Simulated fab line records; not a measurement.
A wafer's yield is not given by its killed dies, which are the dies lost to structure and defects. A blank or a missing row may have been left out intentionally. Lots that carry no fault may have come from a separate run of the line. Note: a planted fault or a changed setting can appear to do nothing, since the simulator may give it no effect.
Comparing a struck lot with a sound one -- flow nandHarc -- 43 out of 1159 route steps
Sound: wafers L340.2, L340.3, L340.6. Struck: wafers L347.1, L347.6 (left out: L347.4, a lot-mate that was not struck); the cause follows at the end.
At each step with rows: each side's tool, then ch and its chambers, then its first start. Under that, the readings that differ: sound wafers -- struck wafers -- difference of the means -- sigmas: that difference in standard deviations of wafers without a fault.
alike: readings with means less than 2 such deviations apart, plus words and numbers identical on both sides. not compared: withheld readings, readings lacking a value on some wafer, bounds such as >300 that could conceal the same value, and numbers that have no deviation in the record and whose values overlap.
The two part at a step that has a row with sigmas, a row that says differs or no value, or rows on one side only. Numbers that don't overlap but have no deviation are shown without sigmas and don't part them. A reading missing from all wafers of one side parts the sides only when that side holds two or more wafers.

first, 1 step without rows for these wafers: NHARC_A_CONTACT_DEVELOP_68 (develop time 35 s).
NHARC_A_CONTACT_CD_MEAS_69 targets a cd of 200 nm.
  sound on cdSem-02 ch 0, day 17 09:44; struck on cdSem-01 ch 0, day 19 14:01
  alike: cdNm
NHARC_A_CONTACT_OVL_MEAS_70:
  sound on overlay-02 at day 17 09:49; struck on overlay-02 at day 19 14:05
  alike: overlayXNm, overlayYNm
NHARC_A_CONTACT_INSPECT_71:
  sound on defectInspect-01 at day 17 09:52; struck on defectInspect-02 at day 19 14:08
  alike: rawDefectCount
NHARC_A_CONTACT_DESCUM_74: chemistry O2, time 3 s.
  sound on rieDiel-06 ch 1,3, day 17 09:55; struck on rieDiel-08 ch 0,2, day 19 14:12
  alike: drypumpMotorCurrentA, oesProductAu, rfVppV, showerheadPlenumPTorr, throttleValvePct
  not compared: rfHoursCounterH
NHARC_A_CONTACT_ETCH_75: etches the open film in CF4, target depth 39 nm, time 65 s.
  sound on rieDiel-06 ch 0,2,3, day 17 10:01; struck on rieDiel-08 ch 2,3, day 19 14:17
  alike: drypumpMotorCurrentA, oesProductAu, rfVppV, showerheadPlenumPTorr, throttleValvePct
  not compared: rfHoursCounterH
then, 2 steps without rows for these wafers: NHARC_A_CONTACT_ETCH_76 (etches the open film in N2/H2, target depth 260 nm, time 475.3 s); NHARC_A_CONTACT_ETCH_77 (etches the open film in CF4/CHF3, target depth 72.6 nm, time 36.3 s).
NHARC_A_CONTACT_ETCH_78: etches the open film in O2/COS, target depth 2800 nm, time 728 s.
  sound: rieDiel-06 ch 0,2; struck: rieDiel-08 ch 1
  alike: drypumpMotorCurrentA, oesProductAu, rfVppV, showerheadPlenumPTorr, throttleValvePct
  not compared: rfHoursCounterH
then, 3 steps without rows for these wafers: NHARC_A_CONTACT_ETCH_124 (etches the open film in C4F8/O2/Ar, time 140 s, target depth 700 nm); NHARC_A_CONTACT_ETCH_125 (etches the open film in C4F8/O2/Ar, time 155 s, target depth 956 nm); NHARC_A_CONTACT_ETCH_126 (etches the open film in C4F8/O2/Ar, time 155 s, target depth 956 nm).
NHARC_A_CONTACT_ETCH_127: etches the open film in C4F8/O2/Ar, time 155 s, target depth 956 nm.
  sound on harCapEtch-02 ch 0,1, day 17 11:33; struck on harCapEtch-01 ch 1, day 19 15:53
  not compared: rfHoursCounterH
then, 3 steps without rows for these wafers: NHARC_A_CONTACT_ETCH_128 (etches the open film in C4F8/O2/Ar, time 155 s, target depth 956 nm); NHARC_A_CONTACT_ETCH_129 (etches the open film in C4F8/O2/Ar, time 155 s, target depth 956 nm); NHARC_A_CONTACT_ETCH_130 (etches the open film in C4F8/O2/Ar, time 155 s, target depth 956 nm).
NHARC_A_CONTACT_ETCH_131: etches the open film in C4F8/O2/Ar, time 155 s, target depth 956 nm.
  sound on harCapEtch-02 ch 0,1, day 17 12:07; struck on harCapEtch-01 ch 1, day 19 16:28
  not compared: rfHoursCounterH
then, 4 steps without rows for these wafers: NHARC_A_CONTACT_ETCH_132 (etches the open film in C4F8/O2/Ar, time 156 s, target depth 958 nm); NHARC_A_CONTACT_ETCH_133 (etches the open film in C4F8/O2/Ar, time 195 s, target depth 840 nm); NHARC_A_CONTACT_ETCH_91 (etches the open film in CH3F/O2, target depth 40 nm, time 85.7 s); NHARC_A_CONTACT_ETCH_97 (etches the open film in C4F6/O2, target depth 20 nm, time 10 s).
NHARC_A_CONTACT_CD_MEAS_80:
  sound on cdSem-03 at day 17 13:11; struck on cdSem-02 at day 19 17:52
  alike: cdNm
then, 4 steps without rows for these wafers: NHARC_A_CONTACT_STRIP_103 (strips in N2/H2); NHARC_A_CONTACT_STRIP_104 (strips in CF4/CHF3); NHARC_A_CONTACT_STRIP_105 (strips in O2/COS); NHARC_A_CONTACT_ETCH_106 (etches the open film in CF4/O2, target depth 60 nm, overetch 6 nm, time 33 s).
NHARC_A_CONTACT_STRIP_82: strips in O2.
  sound: rieDiel-08 ch 0,2,3; struck: rieDiel-06 ch 0,1
  alike: drypumpMotorCurrentA, oesProductAu, rfVppV, showerheadPlenumPTorr, throttleValvePct
  not compared: rfHoursCounterH
then, 13 steps without rows for these wafers: NHARC_A_CONTACT_STRIP_83 (strips in post etch residue remover, time 600 s); NHARC_A_CONTACT_DEP_84 (deposits aC, target thk 2000 nm); NHARC_A_CONTACT_DEP_85 (deposits SiON, target thk 50 nm); NHARC_A_CONTACT_DEHYDRATE_00 (time 120 s); NHARC_A_CONTACT_HMDS_01 (time 30 s); NHARC_A_CONTACT_COAT_86 (time 75 s); NHARC_A_CONTACT_COAT_87 (time 65 s); NHARC_A_CONTACT_COAT_02 (resist thk 90 nm); NHARC_A_CONTACT_SOFTBAKE_03 (time 55 s); NHARC_A_CONTACT_EBR_04; NHARC_A_CONTACT_EXPOSE_05 (exposes mask A CC); NHARC_A_CONTACT_PEB_06 (peb time 65 s); NHARC_A_CONTACT_DEVELOP_07 (develop time 35 s).
NHARC_A_CONTACT_CD_MEAS_08 targets a cd of 100 nm.
  sound on cdSem-03 ch 0, day 17 16:04; struck on cdSem-03 ch 0, day 19 21:59
  alike: cdNm
NHARC_A_CONTACT_OVL_MEAS_09:
  sound on overlay-02 at day 17 16:09; struck on overlay-01 at day 19 22:04
reading,sound,struck,difference,sigmas
overlayXNm (nm),0.3 0.1 0.1,1.0 1.9,+1.3,+2
  alike: overlayYNm
-- record jumps: 2 days between struck wafers' starts before vs after; left off in module A_CONTACT, resumes in module END, first step shown is number 1159 of the route --
NHARC_END_SORT_01:
  the record has rows for the struck wafers here (prober-02 ch 0, day 22 05:59) and none for the sound ones

== WHERE THEY PART ==
At NHARC_A_CONTACT_OVL_MEAS_09 first; at NHARC_END_SORT_01 last (within this record only).

WHY: whatever the simulator had introduced
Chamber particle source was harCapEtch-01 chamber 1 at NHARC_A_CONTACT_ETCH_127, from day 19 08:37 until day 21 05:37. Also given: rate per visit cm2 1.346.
